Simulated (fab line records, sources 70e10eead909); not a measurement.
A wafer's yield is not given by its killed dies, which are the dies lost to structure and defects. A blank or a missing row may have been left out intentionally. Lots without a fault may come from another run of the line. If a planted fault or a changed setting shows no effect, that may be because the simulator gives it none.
fab line records | flow nand-harc
[record] lots = 5 | wafers = 15 | last-day = 24
route steps=1159 shown A_CHANNEL_HOLE_D1@456
lots that met no fault: from a run of the same line without faults
start-h: the number of hours between the record's first day and the start of the first shown wafer of the lot | wait-h: how many hours have passed since the lot's step before this one | " as in the row above | L1.1+2: several wafers, shown together as one row | - no value, or no start was given | * or withheld: withheld | < > ~ a bound
route shown NAME@n: NAME is a module with steps in the file, n the number in the route of the first one | usual: mean/standard deviation taken from wafers without a fault | same: alike in all rows | chamber/n: place in a boat | sites: readings site by site | _std_site: the standard deviation of these | _edge_site: mean of outer sites minus mean of inner sites | radius-mm: how far each site lies from the wafer's centre | mask NAME#n: copy n | behind: the last tool/chamber to shape the wafer | hold: what put the lot on hold/how long, in hours/how the hold closed | device: the transistor (n, p or np) that didn't switch | end of line: the route-end tests of the same wafers | a step with no rows: only its recipe | killed: dies that structure and defects cost at the first sort, which is not the same as the wafer's yield | map: a wafer's dies, x killed, . not, _ none there
set.NAME: the setting that was run; set.NAME@STEP: the one run at that earlier step | model.NAME: the simulator's own value behind a step, which no gauge read
a table for each step, a row for each wafer; lots at some steps of the route
services: a tool's chamber out of use, with start hour (start-h, from the record's first day; less than 0 if before it), hours out, and reason
[[steps]]
[step NHARC_A_CHANNEL_HOLE_D1_COAT_04]
[recipe] spin-rpm = 1500 | resist-thk-nm = 90
[step NHARC_A_CHANNEL_HOLE_D1_SOFTBAKE_05]
[recipe] temp-c = 105 | time-s = 55
[step NHARC_A_CHANNEL_HOLE_D1_EBR_06]
[step NHARC_A_CHANNEL_HOLE_D1_EXPOSE_07]
[recipe] na = 1.35 | target-cd-nm = 100 | sigma-outer = 0.3 | dose-mj = 59.65 | mask-id = HOLE_D1
[step NHARC_A_CHANNEL_HOLE_D1_PEB_08]
[recipe] peb-temp-c = 100 | peb-time-s = 65
[step NHARC_A_CHANNEL_HOLE_D1_DEVELOP_09]
[recipe] develop-time-s = 35 | dev-temp-c = 23
[step NHARC_A_CHANNEL_HOLE_D1_CD_MEAS_10]
[recipe] target-cd-nm = 100 | landing-energy-ev = 500
[usual] cd-nm = 100.1/0.45
lot.wafer | tool      | chamber | start-h | wait-h | cd-nm
L376.3    | cd-sem-03 | 0       | 185.52  | -      | 100.3
L376.4    | "         | 0       | "       | "      | 99.1
L376.6    | "         | 0       | "       | "      | 100.2
L391.1    | cd-sem-03 | 0       | 248.55  | -      | 98.8
L391.3    | "         | 0       | "       | "      | 100.0
L391.5    | "         | 0       | "       | "      | 100.0
L387.4    | cd-sem-01 | 0       | 248.75  | -      | 99.9
L387.5    | "         | 0       | "       | "      | 100.4
L387.6    | "         | 0       | "       | "      | 100.1
L389.1    | cd-sem-02 | 0       | 248.99  | -      | 100.5
L389.3    | "         | 0       | "       | "      | 99.6
L389.6    | "         | 0       | "       | "      | 99.3
L398.1    | cd-sem-01 | 0       | 305.72  | -      | 99.9
L398.4    | "         | 0       | "       | "      | 99.6
L398.5    | "         | 0       | "       | "      | 99.3
[step NHARC_A_CHANNEL_HOLE_D1_OVL_MEAS_11]
[usual] overlay-x-nm = 0.1/0.9 | overlay-y-nm = -0.3/0.94
lot.wafer | tool       | chamber | start-h | wait-h | overlay-x-nm | overlay-y-nm
L376.3    | overlay-02 | -       | 185.61  | -      | 1.2          | -1.0
L376.4    | "          | -       | "       | "      | 0.9          | -0.6
L376.6    | "          | -       | "       | "      | 0.7          | -1.3
L391.1    | overlay-01 | -       | 248.64  | -      | 0.1          | -0.3
L391.3    | "          | -       | "       | "      | 0.2          | -0.6
L391.5    | "          | -       | "       | "      | -0.1         | -0.4
L387.4    | overlay-02 | -       | 248.83  | -      | 0.1          | -1.4
L387.5    | "          | -       | "       | "      | -0.4         | -1.2
L387.6    | "          | -       | "       | "      | -0.3         | -1.2
L389.1    | overlay-01 | -       | 249.08  | -      | 0.2          | 0.1
L389.3    | "          | -       | "       | "      | 0.3          | 0.0
L389.6    | "          | -       | "       | "      | 0.2          | 0.0
L398.1    | overlay-02 | -       | 305.80  | -      | 1.7          | 1.8
L398.4    | "          | -       | "       | "      | 1.5          | 1.7
L398.5    | "          | -       | "       | "      | 1.4          | 1.8
[step NHARC_A_CHANNEL_HOLE_D1_INSPECT_12]
[usual] raw-defect-count = 5.4/2.8
lot.wafer | tool              | chamber | start-h | wait-h | raw-defect-count
L376.3    | defect-inspect-02 | -       | 185.64  | 0.0    | 4
L376.4    | "                 | -       | "       | "      | 9
L376.6    | "                 | -       | "       | "      | 2
L391.1    | defect-inspect-01 | -       | 248.68  | 0.0    | 4
L391.3    | "                 | -       | "       | "      | 6
L391.5    | "                 | -       | "       | "      | 2
L387.4    | defect-inspect-01 | -       | 248.87  | 0.0    | 3
L387.5    | "                 | -       | "       | "      | 5
L387.6    | "                 | -       | "       | "      | 10
L389.1    | defect-inspect-02 | -       | 249.11  | 0.0    | 4
L389.3    | "                 | -       | "       | "      | 7
L389.6    | "                 | -       | "       | "      | 4
L398.1    | defect-inspect-01 | -       | 305.84  | 0.0    | 4
L398.4    | "                 | -       | "       | "      | 4
L398.5    | "                 | -       | "       | "      | 3
[step NHARC_A_CHANNEL_HOLE_D1_DESCUM_15]
[recipe] time-s = 3 | o2-flow-sccm = 200 | ar-flow-sccm = 0 | bias-power-w = 0 | chemistry = O2
[usual] drypump-motor-current-A = 5.6/0.55 | o2-flow-sccm = 200.0/0.56 | oes-product-au = 0.994/0.01 | rf-vpp-V = 57.7/0.94 | showerhead-plenum-p-Torr = 1.92/0.086 | throttle-valve-pct = 11.312/0.0085
[same] time-s = 3
lot.wafer | tool        | chamber | start-h | wait-h | drypump-motor-current-A | o2-flow-sccm | oes-product-au | rf-hours-counter-h | rf-vpp-V | showerhead-plenum-p-Torr | throttle-valve-pct
L376.3    | rie-diel-10 | 0       | 185.71  | 0.1    | 5.9                     | 200.0        | 0.993          | 0                  | 58.8     | 1.84                     | 11.315
L376.4    | "           | 2       | "       | "      | 5.3                     | 199.9        | 0.988          | 0                  | 58.2     | 1.89                     | 11.306
L376.6    | "           | 0       | "       | "      | 5.9                     | 199.4        | 0.994          | -                  | 57.8     | 1.84                     | 11.326
L391.1    | rie-diel-10 | 0       | 248.76  | 0.1    | 5.9                     | 200.4        | 0.978          | 4                  | 58.2     | 1.84                     | 11.321
L391.3    | "           | 1       | "       | "      | 5.7                     | 200.7        | 0.996          | 5                  | 58.0     | 1.99                     | 11.303
L391.5    | "           | 3       | "       | "      | 5.1                     | 199.8        | 0.989          | -                  | 57.2     | 1.81                     | 11.322
L387.4    | rie-diel-12 | 0       | 248.93  | 0.1    | 6.8                     | 200.3        | 1.007          | 2                  | 59.7     | 2.06                     | 11.297
L387.6    | "           | 0       | "       | "      | 6.8                     | 200.4        | 1.008          | -                  | 56.6     | 2.06                     | 11.315
L387.5    | "           | 1       | "       | "      | 5.7                     | 200.3        | 0.994          | -                  | 57.4     | 1.92                     | 11.307
L389.1    | rie-diel-10 | 2       | 249.17  | 0.1    | 5.4                     | 201.1        | 0.988          | 5                  | 58.4     | 1.89                     | 11.323
L389.3    | "           | 3       | "       | "      | 5.1                     | 200.4        | 0.992          | 6                  | 58.1     | 1.80                     | 11.307
L389.6    | "           | 2       | "       | "      | 5.3                     | 200.3        | 0.983          | -                  | 57.6     | 1.89                     | 11.311
L398.1    | rie-diel-12 | 3       | 305.91  | 0.1    | 5.1                     | 199.5        | 0.991          | 6                  | 58.6     | 2.01                     | 11.316
L398.4    | "           | 1       | "       | "      | 5.7                     | 200.3        | 0.989          | 7                  | 56.5     | 1.92                     | 11.309
L398.5    | "           | 3       | "       | "      | 5.1                     | 199.8        | 0.982          | -                  | 58.2     | 2.01                     | 11.305
[step NHARC_A_CHANNEL_HOLE_D1_ETCH_38]
[recipe] target-depth-a = 390 | over-etch-frac = 0.3 | time-s = 65 | ion-energy-ev = 80 | cf4-flow-sccm = 150 | ar-flow-sccm = 0 | rf-w = 300 | bias-w = 100 | chemistry = CF4
[usual] drypump-motor-current-A = 5.6/0.53 | oes-product-au = 0.994/0.01 | rf-fwd-power-W = 296.9/1.3 | rf-vpp-V = 151.4/1.1 | showerhead-plenum-p-Torr = 1.78/0.07 | throttle-valve-pct = 13.283/0.0097
[same] time-s = 65
lot.wafer | tool        | chamber | start-h | wait-h | drypump-motor-current-A | oes-product-au | rf-fwd-power-W | rf-hours-counter-h | rf-vpp-V | showerhead-plenum-p-Torr | throttle-valve-pct
L376.3    | rie-diel-10 | 0       | 185.79  | 0.1    | 5.9                     | 0.984          | 295.3          | 0                  | 150.8    | 1.70                     | 13.273
L376.4    | "           | 2       | "       | "      | 5.3                     | 0.980          | 297.3          | 0                  | 151.6    | 1.75                     | 13.277
L376.6    | "           | 0       | "       | "      | 5.9                     | 0.976          | 296.6          | -                  | 150.5    | 1.70                     | 13.272
L391.1    | rie-diel-10 | 3       | 248.83  | 0.1    | 5.1                     | 0.996          | 296.1          | 5                  | 150.5    | 1.68                     | 13.269
L391.3    | "           | 1       | "       | "      | 5.7                     | 1.011          | 297.2          | 5                  | 151.9    | 1.84                     | 13.281
L391.5    | "           | 3       | "       | "      | 5.1                     | 0.984          | 297.8          | -                  | 149.6    | 1.68                     | 13.289
L387.4    | rie-diel-12 | 0       | 249.02  | 0.1    | 6.7                     | 1.015          | 294.8          | 2                  | 152.0    | 1.90                     | 13.281
L387.5    | "           | 0       | "       | "      | 6.7                     | 1.008          | 295.0          | -                  | 151.6    | 1.90                     | 13.285
L387.6    | "           | 1       | "       | "      | 5.7                     | 0.985          | 296.3          | -                  | 150.3    | 1.77                     | 13.290
L389.1    | rie-diel-10 | 0       | 249.27  | 0.1    | 5.9                     | 0.980          | 296.4          | 4                  | 149.8    | 1.70                     | 13.297
L389.3    | "           | 3       | "       | "      | 5.1                     | 0.985          | 297.5          | 6                  | 151.3    | 1.68                     | 13.293
L389.6    | "           | 0       | "       | "      | 5.9                     | 0.981          | 297.3          | -                  | 150.0    | 1.70                     | 13.284
L398.4    | rie-diel-12 | 3       | 305.99  | 0.1    | 5.2                     | 0.987          | 296.2          | 6                  | 152.9    | 1.85                     | 13.294
L398.1    | "           | 1       | "       | "      | 5.7                     | 0.988          | 296.2          | 7                  | 150.8    | 1.77                     | 13.270
L398.5    | "           | 3       | "       | "      | 5.1                     | 0.983          | 296.8          | -                  | 153.0    | 1.85                     | 13.282
[step NHARC_A_CHANNEL_HOLE_D1_ETCH_39]
[recipe] target-depth-a = 2600 | over-etch-frac = 0.3 | time-s = 325 | ion-energy-ev = 200 | n2-flow-sccm = 150 | h2-flow-sccm = 150 | ar-flow-sccm = 0 | rf-w = 400 | bias-w = 150 | chemistry = N2/H2
[usual] drypump-motor-current-A = 5.6/0.54 | oes-product-au = 0.995/0.0096 | rf-fwd-power-W = 399.0/1.2 | rf-vpp-V = 430.8/2.7 | showerhead-plenum-p-Torr = 2.05/0.091 | throttle-valve-pct = 14.171/0.0098
[same] time-s = 325
lot.wafer | tool        | chamber | start-h | wait-h | drypump-motor-current-A | oes-product-au | rf-fwd-power-W | rf-hours-counter-h | rf-vpp-V | showerhead-plenum-p-Torr | throttle-valve-pct
L376.4    | rie-diel-10 | 1       | -       | -      | 5.7                     | 1.004          | 398.6          | 0                  | 433.1    | 2.13                     | 14.164
L376.3    | "           | 0       | "       | "      | 5.8                     | 0.975          | 398.7          | 0                  | 427.3    | 1.96                     | 14.170
L376.6    | "           | 1       | "       | "      | 5.8                     | 1.000          | 397.6          | -                  | 432.2    | 2.13                     | 14.173
L391.3    | rie-diel-10 | 3       | -       | -      | 5.1                     | 0.997          | 398.6          | 5                  | 428.6    | 1.92                     | 14.163
L391.1    | "           | 2       | "       | "      | 5.3                     | 0.988          | 399.3          | 5                  | 430.7    | 2.01                     | 14.161
L391.5    | "           | 0       | "       | "      | 5.9                     | 0.998          | 397.5          | -                  | 427.9    | 1.95                     | 14.161
L387.4    | rie-diel-12 | 1       | -       | -      | 5.7                     | 1.006          | 398.0          | 2                  | 430.6    | 2.05                     | 14.185
L387.6    | "           | 0       | "       | "      | 6.7                     | 1.000          | 398.7          | -                  | 434.9    | 2.20                     | 14.172
L387.5    | "           | 1       | "       | "      | 5.8                     | 1.003          | 397.8          | -                  | 429.6    | 2.05                     | 14.187
L389.3    | rie-diel-10 | 1       | -       | -      | 5.7                     | 1.008          | 399.2          | 5                  | 433.3    | 2.13                     | 14.177
L389.1    | "           | 3       | "       | "      | 5.1                     | 1.001          | 400.1          | 6                  | 427.0    | 1.92                     | 14.167
L389.6    | "           | 1       | "       | "      | 5.7                     | 1.003          | 398.2          | -                  | 433.3    | 2.13                     | 14.188
L398.1    | rie-diel-12 | 1       | -       | -      | 5.7                     | 0.988          | 397.0          | 7                  | 432.0    | 2.04                     | 14.165
L398.4    | "           | 3       | "       | "      | 5.1                     | 0.976          | 397.2          | 6                  | 434.0    | 2.15                     | 14.166
L398.5    | "           | 1       | "       | "      | 5.8                     | 0.977          | 397.7          | -                  | 431.4    | 2.04                     | 14.183
[step NHARC_A_CHANNEL_HOLE_D1_ETCH_34]
[recipe] target-depth-a = 1540 | time-s = 77 | cf4-flow-sccm = 100 | chf3-flow-sccm = 30 | ar-flow-sccm = 0 | rf-w = 500 | bias-w = 200 | chemistry = CF4/CHF3
[usual] drypump-motor-current-A = 5.6/0.54 | oes-product-au = 0.933/0.022 | rf-fwd-power-W = 495.3/2 | rf-vpp-V = 370.9/2.3 | showerhead-plenum-p-Torr = 1.58/0.063 | throttle-valve-pct = 16.804/0.0092
[same] time-s = 77
lot.wafer | tool        | chamber | start-h | wait-h | drypump-motor-current-A | oes-product-au | rf-fwd-power-W | rf-hours-counter-h | rf-vpp-V | showerhead-plenum-p-Torr | throttle-valve-pct
L376.4    | rie-diel-10 | 3       | 186.15  | -      | 5.1                     | 0.952          | 496.9          | 0                  | 367.2    | 1.49                     | 16.804
L376.3    | "           | 0       | "       | "      | 5.9                     | 0.951          | 492.8          | 0                  | 368.6    | 1.51                     | 16.791
L376.6    | "           | 1       | "       | "      | 5.7                     | 0.988          | 494.3          | -                  | 373.1    | 1.64                     | 16.817
L391.3    | rie-diel-10 | 1       | 249.24  | -      | 5.7                     | 0.923          | 496.5          | 5                  | 371.9    | 1.64                     | 16.794
L391.1    | "           | 2       | "       | "      | 5.3                     | 0.908          | 497.8          | 5                  | 371.2    | 1.55                     | 16.804
L391.5    | "           | 0       | "       | "      | 5.9                     | 0.906          | 492.6          | -                  | 367.7    | 1.51                     | 16.800
L387.4    | rie-diel-12 | 0       | 249.37  | -      | 6.7                     | 0.874          | 494.5          | 3                  | 375.2    | 1.69                     | 16.796
L387.5    | "           | 3       | "       | "      | 5.1                     | 0.851          | 495.1          | -                  | 372.4    | 1.65                     | 16.802
L387.6    | "           | 0       | "       | "      | 6.7                     | 0.867          | 493.2          | -                  | 373.7    | 1.69                     | 16.790
L389.1    | rie-diel-10 | 0       | 249.92  | -      | 5.9                     | 0.911          | 490.2          | 4                  | 367.8    | 1.51                     | 16.815
L389.3    | "           | 2       | "       | "      | 5.3                     | 0.915          | 494.7          | 6                  | 367.8    | 1.55                     | 16.815
L389.6    | "           | 0       | "       | "      | 5.9                     | 0.918          | 493.2          | -                  | 366.9    | 1.51                     | 16.799
L398.4    | rie-diel-12 | 3       | 306.33  | -      | 5.1                     | 0.940          | 496.5          | 6                  | 372.1    | 1.65                     | 16.793
L398.1    | "           | 0       | "       | "      | 6.7                     | 0.981          | 493.1          | 7                  | 374.6    | 1.69                     | 16.799
L398.5    | "           | 3       | "       | "      | 5.2                     | 0.949          | 496.4          | -                  | 372.4    | 1.65                     | 16.819
[step NHARC_A_CHANNEL_HOLE_D1_ETCH_16]
[recipe] target-depth-a = 31000 | over-etch-frac = 0.3 | time-s = 806 | ion-energy-ev = 150 | o2-flow-sccm = 400 | cos-flow-sccm = 20 | ar-flow-sccm = 0 | rf-w = 500 | bias-w = 300 | chemistry = O2/COS
[usual] drypump-motor-current-A = 5.6/0.54 | o2-flow-sccm = 400.1/1.2 | oes-product-au = 0.995/0.011 | rf-fwd-power-W = 499.6/1.7 | rf-vpp-V = 314.4/2.1 | showerhead-plenum-p-Torr = 3.14/0.13 | throttle-valve-pct = 28.331/0.0088
[same] time-s = 806
lot.wafer | tool        | chamber | start-h | wait-h | drypump-motor-current-A | o2-flow-sccm | oes-product-au | rf-fwd-power-W | rf-hours-counter-h | rf-vpp-V | showerhead-plenum-p-Torr | throttle-valve-pct
L376.4    | rie-diel-10 | 1       | -       | -      | 5.7                     | 400.1        | 1.013          | 498.8          | 0                  | 315.5    | 3.25                     | 28.334
L376.3    | "           | 2       | "       | "      | 5.3                     | 399.7        | 0.988          | 497.3          | 0                  | 313.5    | 3.08                     | 28.329
L376.6    | "           | 2       | "       | "      | 5.3                     | 399.2        | 0.987          | 500.7          | -                  | 314.6    | 3.08                     | 28.321
L391.3    | rie-diel-10 | 3       | -       | -      | 5.1                     | 401.6        | 0.985          | 499.3          | 6                  | 311.2    | 2.95                     | 28.316
L391.1    | "           | 0       | "       | "      | 5.9                     | 399.1        | 0.998          | 501.2          | 4                  | 313.2    | 3.00                     | 28.329
L391.5    | "           | 2       | "       | "      | 5.4                     | 400.8        | 0.999          | 495.4          | -                  | 312.9    | 3.08                     | 28.324
L387.4    | rie-diel-12 | 3       | -       | -      | 5.2                     | 400.1        | 0.969          | 498.9          | 3                  | 318.4    | 3.28                     | 28.338
L387.5    | "           | 3       | "       | "      | 5.1                     | 399.6        | 0.989          | 498.0          | -                  | 315.5    | 3.28                     | 28.340
L387.6    | "           | 0       | "       | "      | 6.7                     | 401.6        | 1.006          | 498.1          | -                  | 317.4    | 3.35                     | 28.325
L389.3    | rie-diel-10 | 1       | -       | -      | 5.7                     | 399.2        | 1.017          | 499.6          | 5                  | 315.7    | 3.25                     | 28.329
L389.1    | "           | 2       | "       | "      | 5.3                     | 399.8        | 0.995          | 500.1          | 6                  | 315.2    | 3.08                     | 28.326
L389.6    | "           | 1       | "       | "      | 5.7                     | 400.9        | 1.015          | 501.7          | -                  | 316.7    | 3.25                     | 28.328
L398.4    | rie-diel-12 | 1       | -       | -      | 5.7                     | 400.5        | 0.989          | 500.2          | 7                  | 313.8    | 3.13                     | 28.320
L398.1    | "           | 2       | "       | "      | 5.1                     | 399.6        | 0.989          | 500.9          | 7                  | 315.1    | 3.12                     | 28.338
L398.5    | "           | 0       | "       | "      | 6.7                     | 399.3        | 1.010          | 497.4          | -                  | 317.9    | 3.35                     | 28.322
[[services]]
tool        | chamber | start-h | hours | kind
rie-diel-10 | -       | 176.50  | 9.0   | pm
rie-diel-10 | 0       | 176.50  | 9.0   | vent-cycle
rie-diel-10 | 1       | 176.50  | 9.0   | vent-cycle
rie-diel-10 | 2       | 176.50  | 9.0   | vent-cycle
rie-diel-10 | 3       | 176.50  | 9.0   | vent-cycle
rie-diel-10 | 0       | 185.50  | -     | clean
rie-diel-10 | 1       | 185.50  | -     | clean
rie-diel-10 | 2       | 185.50  | -     | clean
rie-diel-10 | 3       | 185.50  | -     | clean
rie-diel-12 | -       | 202.40  | 9.0   | pm
rie-diel-10 | 0       | 210.00  | -     | clean
rie-diel-10 | 1       | 210.00  | -     | clean
rie-diel-10 | 2       | 210.00  | -     | clean
rie-diel-10 | 3       | 210.00  | -     | clean
rie-diel-10 | 0       | 225.25  | 10.0  | repair
rie-diel-10 | 1       | 234.65  | -     | clean
rie-diel-10 | 2       | 234.65  | -     | clean
rie-diel-10 | 3       | 234.65  | -     | clean
rie-diel-10 | 0       | 259.15  | -     | clean
rie-diel-10 | 1       | 259.15  | -     | clean
rie-diel-10 | 2       | 259.15  | -     | clean
rie-diel-10 | 3       | 259.15  | -     | clean
rie-diel-10 | 0       | 283.65  | -     | clean
rie-diel-10 | 1       | 283.65  | -     | clean
[[key]]
[first-sign] step = NHARC_A_CHANNEL_HOLE_D1_ETCH_34 | reading = oes-product-au | direction = down | sigmas = 3.1 | usual = 0.933 | struck = 0.864
effect none on later readings
met-at NHARC_A_CHANNEL_HOLE_D1_ETCH_34
struck-wafers L387.4,L387.5,L387.6
later-rows-left-out L387.4,L387.5,L387.6
sort-left-out L387.4,L387.5,L387.6
tester-left-out L387
[fault] kind = process-parameter-drift | tool = rie-diel-12 | chamber = - | onset-h = 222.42 | steps = NHARC_A_CHANNEL_HOLE_D1_ETCH_34 | channel = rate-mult | offset = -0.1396 | shape = step | end-h = 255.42
// tester-left-out: of these lots the tester's yield and bins aren't shown, on N5 and GAA mostly nor the transistor test; their killed dies are dies lost to structure and defects alone, not to doping, threshold or leakage, so they don't give the yield
// sort-left-out: the simulated sort isn't trusted on such a fault, so these wafers' sort isn't shown, and their yield isn't known
// later-rows-left-out: the simulator's readings of these wafers behind a module that went badly wrong aren't trusted and aren't shown, but for the sort
